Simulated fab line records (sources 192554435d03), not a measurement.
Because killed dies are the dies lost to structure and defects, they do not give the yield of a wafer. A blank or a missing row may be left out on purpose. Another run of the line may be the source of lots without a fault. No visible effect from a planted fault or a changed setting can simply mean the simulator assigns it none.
Lot-split experiment || flow n5-finfet || 7 lots, 21 wafers read, on a route of 1938 steps

## SPLIT DETAILS
At N5_GATE_CUT_ETCH_58 (etches SiNx in CH3F/O2, target depth 17 nm, time 128.6 s), the setting source-w was moved away from the recipe's 415 W on 10 of the 21 wafers read, by -16.8% to +6.4%. The other wafers ran this setting at the recipe's value.

Reading taken at the split's own step.

## THE READING
rf-vpp-V, in V, at N5_GATE_CUT_ETCH_58 (etches SiNx in CH3F/O2, target depth 17 nm, time 128.6 s). A value of 99.2 V with a standard deviation of 0.99 V is what fault-free wafers of this fab line usually give.

{"wafer": "L075.2", "tool, chamber at the split": "rie-diel-04, 0", "source-w as run, W": 441.6, "against the recipe": "+6.4%", "rf-vpp-V, V": 98.4, "against lot-mates on the recipe": "+0.7"}
{"wafer": "L075.3", "tool, chamber at the split": "rie-diel-04, 2", "source-w as run, W": 441.6, "against the recipe": "+6.4%", "rf-vpp-V, V": 96.8, "against lot-mates on the recipe": -0.9}
{"wafer": "L075.4", "tool, chamber at the split": "rie-diel-04, 1", "source-w as run, W": 415, "against the recipe": "recipe", "rf-vpp-V, V": 97.7, "against lot-mates on the recipe": "-"}
{"wafer": "L077.1", "tool, chamber at the split": "rie-diel-04, 1", "source-w as run, W": 345.2, "against the recipe": "-16.8%", "rf-vpp-V, V": 105.8, "against lot-mates on the recipe": "+7.0"}
{"wafer": "L077.3", "tool, chamber at the split": "rie-diel-04, 3", "source-w as run, W": 345.2, "against the recipe": "-16.8%", "rf-vpp-V, V": 105.3, "against lot-mates on the recipe": "+6.5"}
{"wafer": "L077.4", "tool, chamber at the split": "rie-diel-04, 0", "source-w as run, W": 415, "against the recipe": "recipe", "rf-vpp-V, V": 98.8, "against lot-mates on the recipe": "-"}
{"wafer": "L078.1", "tool, chamber at the split": "rie-diel-04, 0", "source-w as run, W": 415, "against the recipe": "recipe", "rf-vpp-V, V": 99.4, "against lot-mates on the recipe": "-"}
{"wafer": "L078.3", "tool, chamber at the split": "rie-diel-04, 1", "source-w as run, W": 415, "against the recipe": "recipe", "rf-vpp-V, V": 97.3, "against lot-mates on the recipe": "-"}
{"wafer": "L078.6", "tool, chamber at the split": "rie-diel-04, 3", "source-w as run, W": 360.8, "against the recipe": "-13.1%", "rf-vpp-V, V": 104.5, "against lot-mates on the recipe": "+6.2"}
{"wafer": "L084.2", "tool, chamber at the split": "rie-diel-03, 0", "source-w as run, W": 346.1, "against the recipe": "-16.6%", "rf-vpp-V, V": 105.1, "against lot-mates on the recipe": "+6.4"}
{"wafer": "L084.4", "tool, chamber at the split": "rie-diel-03, 3", "source-w as run, W": 415, "against the recipe": "recipe", "rf-vpp-V, V": 98.7, "against lot-mates on the recipe": "-"}
{"wafer": "L084.6", "tool, chamber at the split": "rie-diel-03, 0", "source-w as run, W": 346.1, "against the recipe": "-16.6%", "rf-vpp-V, V": 105.3, "against lot-mates on the recipe": "+6.6"}
{"wafer": "L087.1", "tool, chamber at the split": "rie-diel-01, 2", "source-w as run, W": 415, "against the recipe": "recipe", "rf-vpp-V, V": 98.7, "against lot-mates on the recipe": "-"}
{"wafer": "L087.5", "tool, chamber at the split": "rie-diel-01, 0", "source-w as run, W": 415, "against the recipe": "recipe", "rf-vpp-V, V": 98.4, "against lot-mates on the recipe": "-"}
{"wafer": "L087.6", "tool, chamber at the split": "rie-diel-01, 3", "source-w as run, W": 415, "against the recipe": "recipe", "rf-vpp-V, V": 100.7, "against lot-mates on the recipe": "-"}
{"wafer": "L088.2", "tool, chamber at the split": "rie-diel-04, 0", "source-w as run, W": 415, "against the recipe": "recipe", "rf-vpp-V, V": 100.6, "against lot-mates on the recipe": "-"}
{"wafer": "L088.3", "tool, chamber at the split": "rie-diel-04, 2", "source-w as run, W": 415, "against the recipe": "recipe", "rf-vpp-V, V": 100.7, "against lot-mates on the recipe": "-"}
{"wafer": "L088.6", "tool, chamber at the split": "rie-diel-04, 1", "source-w as run, W": 415, "against the recipe": "recipe", "rf-vpp-V, V": 99.4, "against lot-mates on the recipe": "-"}
{"wafer": "L091.1", "tool, chamber at the split": "rie-diel-03, 0", "source-w as run, W": 369.3, "against the recipe": "-11.0%", "rf-vpp-V, V": 101.9, "against lot-mates on the recipe": "no lot-mate on the recipe"}
{"wafer": "L091.4", "tool, chamber at the split": "rie-diel-03, 1", "source-w as run, W": 369.3, "against the recipe": "-11.0%", "rf-vpp-V, V": 103.0, "against lot-mates on the recipe": "no lot-mate on the recipe"}
{"wafer": "L091.6", "tool, chamber at the split": "rie-diel-03, 2", "source-w as run, W": 369.3, "against the recipe": "-11.0%", "rf-vpp-V, V": 104.4, "against lot-mates on the recipe": "no lot-mate on the recipe"}

FIT RESULTS
A straight line over all 21 wafers: rf-vpp-V changes by -0.36 V for each +1% of source-w; r = -0.94; the points scatter about the line by 1 V.
The same after taking each lot's own level away (the mean of its wafers on the recipe; 18 wafers): -0.36 V for each +1%; r = -0.95; scatter 1 V.
According to that fit, moving source-w by its largest amount changes the reading by 6.1 V.
From 97.70 to 100.23 V: that is the span of the lots' own levels, equal to 2.6 times the standard deviation above.
The two slopes are in agreement: the lot-to-lot level therefore moves the slope only a little.
Check: with one of the wafers moved furthest among these (-16.8%) left out of the fit, the line predicts +6.39 V for it against its lot-mates. Against them it came out at +7 V.
Tool readings at the split's step, against how far the setting was moved: rf-vpp-V r = -0.94.

## FURTHER SPLITS ON THESE WAFERS
Before the reading, these wafers also passed through other splits. Each is held against what the fit with the lots' levels taken away leaves over:
{"other split on the same wafers": "N5_ILD0_CMP_03 down-force-psi", "wafers away from the commonest value": 5, "r with rf-vpp-V (lot level and that fit taken away)": "+0.42"}
{"other split on the same wafers": "N5_ILD0_ALD_15 ald-cycles", "wafers away from the commonest value": 8, "r with rf-vpp-V (lot level and that fit taken away)": -0.26}
{"other split on the same wafers": "N5_GATE_CUT_ETCH_56 icp-w", "wafers away from the commonest value": 6, "r with rf-vpp-V (lot level and that fit taken away)": -0.04}

## THE WHOLE CHAIN: every reading that the file lists as answering this split, in the file's order
{"step": "N5_GATE_CUT_ETCH_58", "what it does": "etches SiNx in CH3F/O2, target depth 17 nm, time 128.6 s", "reading": "rf-vpp-V", "change (the file's fit)": "-0.393 V for each +1% of the setting", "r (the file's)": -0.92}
{"step": "N5_GATE_CUT_ETCH_58", "what it does": "etches SiNx in CH3F/O2, target depth 17 nm, time 128.6 s", "reading": "etch.depth-nm (the simulator's own value, which no gauge read)", "change (the file's fit)": "+0.0681 nm for each +1% of the setting", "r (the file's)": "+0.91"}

## FILE'S OWN FIT
rf-vpp-V changes by -0.393 V for each +1% of source-w, r = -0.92.
